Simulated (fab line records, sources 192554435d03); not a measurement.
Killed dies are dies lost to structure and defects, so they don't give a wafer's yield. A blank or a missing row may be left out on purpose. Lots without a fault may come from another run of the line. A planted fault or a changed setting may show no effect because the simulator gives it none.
fab line records | flow n5_finfet
record lots=12 wafers=32 last_day=18
route steps=1938 shown BEOL_M10@1505 BEOL_M11@1538 PASSIVATION@1936
lots that met no fault: from a run of the same line without faults
start_h: hours from the record's first day to the start of the lot's first wafer shown | wait_h: hours since the lot's step before | " the same as in the row above | L1.1+2: a row that stands for several wafers | - no value, or no start given | * or withheld: withheld | < > ~ a bound
route shown NAME@n: a module of which the file shows steps, and the number in the route of the first | usual: mean/standard deviation of fault-free wafers | same: alike in all rows | chamber/n: place in a boat | sites: the reading at each site | _std_site: their standard deviation | _edge_site: outer sites' mean less inner sites' | radius_mm: how far each site lies from the wafer's centre | mask NAME#n: copy n | behind: the tool/chamber that last shaped the wafer | hold: why the lot was held/for how many hours/how that ended | device: the transistor (n, p or np) that didn't switch | end of line: the same wafers' tests at the end of the route | a step without rows: its recipe alone | killed: dies lost to structure and defects at the first sort, not the wafer's yield | map: a wafer's dies, x killed, . not, _ none there
set.NAME: the setting as run; set.NAME@STEP: as run at that earlier step | model.NAME: the simulator's own value behind a step, which no gauge read
steps of the route over a sample of lots; a table a step, a row a wafer
services: from which hour (start_h, from the record's first day; less than 0 if before it) a tool's chamber was out of use, for how many hours, and why
## steps
# step N5_BEOL_M10_DESCUM_33
# recipe chemistry=O2 time_s=7.9 source_power_w=50 bias_power_w=20 pressure_mtorr=20 rf_frequency_hz=2.712e+07 temp_c=40 resist=CAR-ArF o2_flow_sccm=225
# usual drypump_motor_current_A=5.7/0.42 oes_product_au=0.82/0.066 rf_fwd_power_W=49.39/0.21 rf_vpp_V=243.4/1.2 showerhead_plenum_p_Torr=2.11/0.057 throttle_valve_pct=20.45/0.18
# columns lot.wafer tool chamber start_h wait_h drypump_motor_current_A oes_product_au rf_fwd_power_W rf_hours_counter_h rf_vpp_V showerhead_plenum_p_Torr throttle_valve_pct
L890.2 rie_diel-01 1 237.33 0.0 6.1 0.82 49.29 102 243.0 2.11 20.49
L890.3 " 3 " " 5.6 0.67 49.45 244 245.4 2.16 20.74
L890.5 " 1 " " 6.1 0.82 49.21 - 242.5 2.11 20.53
L895.2 rie_diel-01 1 265.90 0.0 6.1 0.81 49.49 111 243.8 2.11 20.54
L895.4 " 0 " " 5.4 0.82 49.31 - 244.1 2.13 20.46
L895.5 " 2 " " 4.9 0.87 49.35 - 243.6 2.15 20.39
L897.1 rie_diel-05 3 266.06 0.0 6.2 0.89 49.68 18 245.4 2.12 20.24
L897.6 " 1 " " 5.9 0.86 49.30 - 242.7 2.02 20.49
L896.5 rie_diel-05 2 273.72 0.1 5.8 0.82 49.12 - 242.9 2.04 20.65
L896.6 " 3 " " 6.3 0.89 49.54 - 244.3 2.12 20.24
L898.4 rie_diel-05 2 288.68 0.8 5.7 0.81 49.23 84 242.6 2.04 20.67
L898.5 " 0 " " 5.7 0.76 49.70 - 243.6 2.11 20.17
L898.6 " 1 " " 5.9 0.85 49.51 - 242.3 2.02 20.51
L899.2 rie_diel-05 1 309.10 0.1 5.9 0.85 49.86 81 242.6 2.02 20.53
L899.4 " 3 " " 6.2 0.86 49.61 31 244.9 2.12 20.25
L899.6 " 1 " " 5.9 0.85 49.41 - 241.0 2.02 20.52
L903.1 rie_diel-06 0 314.42 0.0 5.3 0.72 49.26 208 242.1 2.07 20.71
L903.3 " 1 " " 6.1 0.99 49.85 2 244.3 2.22 20.11
L903.4 " 2 " " 5.3 0.80 49.62 103 244.8 2.20 20.34
L908.4 rie_diel-06 3 333.85 0.0 5.1 0.86 49.09 47 244.2 2.15 20.52
L908.6 " 2 " " 5.3 0.80 49.50 - 244.2 2.20 20.35
L909.2 rie_diel-01 2 356.91 0.3 4.9 0.82 49.42 96 243.8 2.13 20.46
L909.3 " 1 " " 6.1 0.77 49.30 147 243.7 2.09 20.57
L909.6 " 2 " " 4.9 0.83 49.42 - 242.9 2.13 20.44
L910.2 rie_diel-01 3 365.92 0.2 5.6 0.89 49.29 29 244.4 2.14 20.47
L910.4 " 1 " " 6.1 0.76 49.08 151 242.0 2.09 20.59
L910.5 " 0 " " 5.4 0.78 49.60 - 244.2 2.12 20.53
L912.2 rie_diel-01 3 367.68 0.4 5.6 0.88 49.25 30 243.3 2.14 20.46
L912.3 " 1 " " 6.1 0.77 49.44 151 242.3 2.09 20.57
L912.5 " 1 " " 6.1 0.77 49.35 - 241.5 2.09 20.59
L911.4 rie_diel-05 3 373.34 0.0 6.2 0.84 49.63 - 243.2 2.11 20.30
L911.6 " 1 " " 5.9 0.81 49.67 - 243.4 2.01 20.56
# step N5_BEOL_M10_CD_MEAS_35
# recipe target_cd_nm=70 polarity=opening
# usual cd_nm=70.1/0.71
# columns lot.wafer tool chamber start_h wait_h cd_nm
L890.2 cd_sem-02 - 237.97 0.0 70.5
L890.3 " - " " 70.0
L890.5 " - " " 70.8
L895.2 cd_sem-02 - 266.54 0.0 69.2
L895.4 " - " " 69.6
L895.5 " - " " 70.1
L897.1 cd_sem-03 - 266.71 0.0 69.8
L897.6 " - " " 68.9
L896.5 cd_sem-03 - 274.36 0.0 70.6
L896.6 " - " " 70.1
L898.4 cd_sem-03 - 289.33 0.0 69.1
L898.5 " - " " 70.6
L898.6 " - " " 69.4
L899.2 cd_sem-03 - 309.74 0.0 69.3
L899.4 " - " " 69.9
L899.6 " - " " 70.1
L903.1 cd_sem-01 - 315.06 0.0 69.1
L903.3 " - " " 69.9
L903.4 " - " " 69.5
L908.4 cd_sem-01 - 334.50 0.0 69.3
L908.6 " - " " 69.7
L909.2 cd_sem-02 - 357.57 0.0 71.2
L909.3 " - " " 70.0
L909.6 " - " " 71.8
L910.2 cd_sem-01 - 366.56 0.0 68.2
L910.4 " - " " 69.3
L910.5 " - " " 69.2
L912.2 cd_sem-02 - 368.32 0.0 70.1
L912.3 " - " " 69.6
L912.5 " - " " 70.3
L911.4 cd_sem-01 - 373.97 0.0 71.5
L911.6 " - " " 69.9
# step N5_BEOL_M11_THK_MEAS_01
# recipe reads=SiCOH_lowk_of_BEOL_M11_ILD_DEP_00
# usual M11_ILD_THK=267/3.8
# columns lot.wafer tool chamber start_h wait_h M11_ILD_THK[nm]
L890.2 film_metro-02 - 242.59 0.4 261
L890.3 " - " " 263
L890.5 " - " " 266
L895.2 film_metro-02 - 270.92 0.4 265
L895.4 " - " " 268
L895.5 " - " " 269
L897.1 film_metro-01 - 271.00 0.4 272
L897.6 " - " " 271
L896.5 film_metro-02 - 277.61 0.1 261
L896.6 " - " " 262
L898.4 film_metro-01 - 294.47 0.2 266
L898.5 " - " " 274
L898.6 " - " " 268
L899.2 film_metro-01 - 312.84 0.4 267
L899.4 " - " " 272
L899.6 " - " " 270
L903.1 film_metro-02 - 318.26 0.4 268
L903.3 " - " " 269
L903.4 " - " " 270
L908.4 film_metro-01 - 338.04 0.2 272
L908.6 " - " " 272
L909.2 film_metro-02 - 361.36 0.4 266
L909.3 " - " " 266
L909.6 " - " " 270
L910.2 film_metro-01 - 370.10 0.4 263
L910.4 " - " " 269
L910.5 " - " " 267
L912.2 film_metro-01 - 371.41 0.4 264
L912.3 " - " " 263
L912.5 " - " " 269
L911.4 film_metro-01 - 377.86 0.4 269
L911.6 " - " " 267
# step N5_BEOL_M11_PEB_26
# recipe peb_temp_c=withheld peb_time_s=60 resist=CAR-ArF
# columns lot.wafer tool chamber start_h wait_h
L890.2+3+5 litho_track-02 0 246.17 0.1
L897.1+6 litho_track-01 0 281.57 0.1
L896.5+6 litho_track-02 0 281.92 0.0
L895.2+4+5 litho_track-01 0 282.08 0.1
L898.4+5+6 litho_track-04 0 298.69 0.0
L899.2+4+6 litho_track-04 0 314.62 0.1
L903.1+3+4 litho_track-01 0 324.41 0.1
L908.4+6 litho_track-02 0 339.70 0.0
L909.2+3+6 litho_track-02 0 365.19 0.1
L910.2+4+5 litho_track-02 0 373.17 0.1
L912.2+3+5 litho_track-02 0 376.97 0.1
L911.4+6 litho_track-04 0 382.13 0.0
# step N5_BEOL_M11_CD_MEAS_28
# recipe target_cd_nm=70 landing_energy_ev=500 detector=se_inlens polarity=opening
# usual cd_nm=69.6/1.1
# columns lot.wafer tool chamber start_h wait_h cd_nm
L890.2 cd_sem-01 0 246.23 - 71.1
L890.3 " 0 " " 69.3
L890.5 " 0 " " 69.5
L897.1 cd_sem-01 0 281.64 - 68.8
L897.6 " 0 " " 69.1
L896.5 cd_sem-01 0 281.99 - 68.9
L896.6 " 0 " " 69.7
L895.2 cd_sem-03 0 282.15 - 69.4
L895.4 " 0 " " 68.3
L895.5 " 0 " " 69.0
L898.4 cd_sem-01 0 298.76 - 71.6
L898.5 " 0 " " 70.3
L898.6 " 0 " " 70.7
L899.2 cd_sem-02 0 314.69 - 71.5
L899.4 " 0 " " 71.9
L899.6 " 0 " " 71.2
L903.1 cd_sem-01 0 324.48 - 68.1
L903.3 " 0 " " 68.2
L903.4 " 0 " " 75.8
L908.4 cd_sem-03 0 339.77 - 69.0
L908.6 " 0 " " 69.7
L909.2 cd_sem-01 0 365.26 - 68.5
L909.3 " 0 " " 69.8
L909.6 " 0 " " 69.1
L910.2 cd_sem-01 0 373.24 - 68.4
L910.4 " 0 " " 68.9
L910.5 " 0 " " 69.3
L912.2 cd_sem-03 0 377.04 - 69.3
L912.3 " 0 " " 68.1
L912.5 " 0 " " 68.6
L911.4 cd_sem-01 0 382.19 - 70.4
L911.6 " 0 " " 71.0
# step N5_PASSIVATION_PROBE_49
# usual defect_limited_yield=91.3/1.5 killed_at_M0_to_M3=31/11 killed_at_M4_up=14/5.1 killed_at_contacts=12/5.6 killed_at_front_end=42/12 killed_at_other=3.8/2.9 killed_dies=103/18 killed_open=67/14 killed_short=33/8 sort_bin_4_leakage=0.00/0.0073 sort_bin_5_function=5.1/1 sort_bin_6_memory=3.2/0.75 sort_n_pass=1077/18 sort_yield_pct=91.3/1.5
# same gross_dies=1180 killed_at_back_side=0 sort_bin_8_speed[%]=0
# columns lot.wafer tool chamber start_h wait_h defect_limited_yield[%] killed_at_M0_to_M3 killed_at_M4_up killed_at_contacts killed_at_front_end killed_at_other killed_dies killed_open killed_short sort_bin_4_leakage[%] sort_bin_5_function[%] sort_bin_6_memory[%] sort_n_pass sort_yield_pct[%]
L898.4 prober-02 - 349.86 2.6 93.5 8 12 7 44 6 77 45 31 0 3.7 2.7 1103 93.5
L898.5 prober-02 - 349.91 2.6 92.2 14 21 4 41 12 92 58 30 0 4.2 3.1 1088 92.2
L898.6 prober-02 - 349.96 2.7 93.1 13 14 9 42 3 81 50 30 0 3.7 2.9 1099 93.1
L903.4 prober-01 - 379.57 0.2 90.6 35 10 25 35 6 111 74 35 0 6.1 3.1 1069 90.6
L908.4 prober-02 - 386.04 0.2 93.1 16 14 5 38 8 81 55 26 0 3.9 2.8 1099 93.1
L908.6 prober-02 - 386.14 0.3 93.9 12 21 9 26 4 72 47 19 0 3.6 1.8 1108 93.9
L909.2 prober-01 - 407.40 0.1 86.8 52 19 26 55 4 156 106 48 0 8.4 4.6 1024 86.8
L909.3 prober-01 - 407.45 0.1 89.2 22 17 30 47 12 128 76 49 0 6.9 3.4 1052 89.2
L909.6 prober-01 - 407.60 0.3 90.3 38 14 23 37 3 115 85 29 0 6.4 3.2 1065 90.3
# killed by level:class
L898.4 FIN_SAQP:geometric_particle:open=8 FIN_SAQP:geometric_particle:short=6 STI_FIN_REVEAL:geometric_particle:open=6 GATE_CUT:geometric_particle:short=6 MOL_CONTACT_COAG:geometric_particle:open=6 DUMMY_GATE:geometric_particle:short=4 DUMMY_GATE:geometric_particle:open=4 BEOL_M5:geometric_particle:open=4
L898.5 FIN_SAQP:geometric_particle:open=8 DUMMY_GATE:geometric_particle:open=8 FIN_SAQP:geometric_particle:short=7 BEOL_M4:geometric_particle:open=7 BEOL_M5:geometric_particle:open=6 PAD_METAL:geometric_particle:short=4 GATE_CUT:geometric_particle:short=3 BEOL_M0_SAQP:geometric_particle:open=3
L898.6 FIN_SAQP:geometric_particle:open=11 FIN_SAQP:geometric_particle:short=9 MOL_CONTACT_COAG:geometric_particle:open=8 DUMMY_GATE:geometric_particle:open=4 BEOL_M1:geometric_particle:open=4 BEOL_M4:geometric_particle:open=4 STI_FIN_REVEAL:geometric_particle:open=3 GATE_CUT:geometric_particle:short=3
L903.4 MOL_CONTACT_COAG:geometric_particle:open=19 BEOL_M0_SAQP:geometric_particle:open=11 STI_FIN_REVEAL:geometric_particle:open=10 FIN_SAQP:geometric_particle:open=7 BEOL_M2:geometric_particle:open=6 MOL_CONTACT_COAG:geometric_particle:short=6 BEOL_M0_SAQP:geometric_particle:short=5 GATE_CUT:geometric_particle:short=4
L908.4 STI_FIN_REVEAL:geometric_particle:open=13 FIN_SAQP:geometric_particle:short=9 BEOL_M0_SAQP:geometric_particle:open=7 MOL_CONTACT_COAG:geometric_particle:open=5 FIN_SAQP:geometric_particle:open=4 DUMMY_GATE:geometric_particle:open=4 BEOL_M0:geometric_particle:open=4 BEOL_M4:geometric_particle:open=4
L908.6 BEOL_M4:geometric_particle:open=14 MOL_CONTACT_COAG:geometric_particle:open=7 HKMG_FIN:area_etch=6 STI_FIN_REVEAL:geometric_particle:open=3 STARTING-WAFER:geometric_particle:open=3 BEOL_M0_SAQP:geometric_particle:open=3 BEOL_M0:geometric_particle:open=3 BEOL_M3:geometric_particle:short=3
L909.2 FIN_SAQP:geometric_particle:open=21 MOL_CONTACT_COAG:geometric_particle:open=20 FIN_SAQP:geometric_particle:short=14 BEOL_M4:geometric_particle:open=14 BEOL_M2:geometric_particle:open=11 BEOL_M3:geometric_particle:open=11 BEOL_M0_SAQP:geometric_particle:open=8 BEOL_M2:geometric_particle:short=8
L909.3 MOL_CONTACT_COAG:geometric_particle:open=18 FIN_SAQP:geometric_particle:short=14 FIN_SAQP:geometric_particle:open=13 MOL_CONTACT_COAG:geometric_particle:short=12 PAD_METAL:geometric_particle:open=7 GATE_CUT:geometric_particle:short=6 BEOL_M3:geometric_particle:open=6 BEOL_M1:geometric_particle:open=5
L909.6 MOL_CONTACT_COAG:geometric_particle:open=20 BEOL_M2:geometric_particle:open=14 FIN_SAQP:geometric_particle:open=13 FIN_SAQP:geometric_particle:short=13 BEOL_M3:geometric_particle:open=8 BEOL_M1:geometric_particle:open=7 BEOL_M4:geometric_particle:open=5 BEOL_M0_SAQP:geometric_particle:open=4
## services
# columns tool chamber start_h hours kind
rie_diel-06 3 225.92 16.6 repair
litho_track-01 - 248.51 - consumable_replace:filter
litho_track-04 - 257.54 - consumable_replace:filter
rie_diel-01 3 263.49 2.6 repair
rie_diel-01 3 266.36 - clean
rie_diel-01 3 266.36 - consumable_replace:focus_ring
rie_diel-01 3 266.36 24.7 scheduled_down
rie_diel-01 3 266.36 24.7 vent_cycle
rie_diel-06 1 287.58 - clean
rie_diel-06 1 287.58 - consumable_replace:focus_ring
rie_diel-06 1 287.58 - consumable_replace:showerhead
rie_diel-06 1 287.58 19.8 scheduled_down
rie_diel-06 1 287.58 19.8 vent_cycle
rie_diel-05 - 290.15 2.6 repair
rie_diel-06 0 300.58 5.8 repair
rie_diel-06 - 348.84 2.8 pm
rie_diel-05 0 350.53 25.4 repair
## key
first_sign step=N5_BEOL_M11_CD_MEAS_28 reading=cd_nm direction=up sigmas=5.5 usual=69.6 struck=75.8
effect none on later readings
met_at N5_BEOL_M11_PEB_26
struck_lots L903
struck_wafers L903.4
not_acting_at N5_BEOL_M10_DESCUM_33,N5_BEOL_M10_CD_MEAS_35,N5_BEOL_M11_THK_MEAS_01
onset_between 282.08 324.41
fault kind=process_parameter_drift tool=litho_track-01 chamber=- onset_h=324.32 steps=N5_BEOL_M11_PEB_26 channel=peb_time_s offset=* shape=step end_h=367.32 scope=struck_wafers_only acts_in=* stated=*
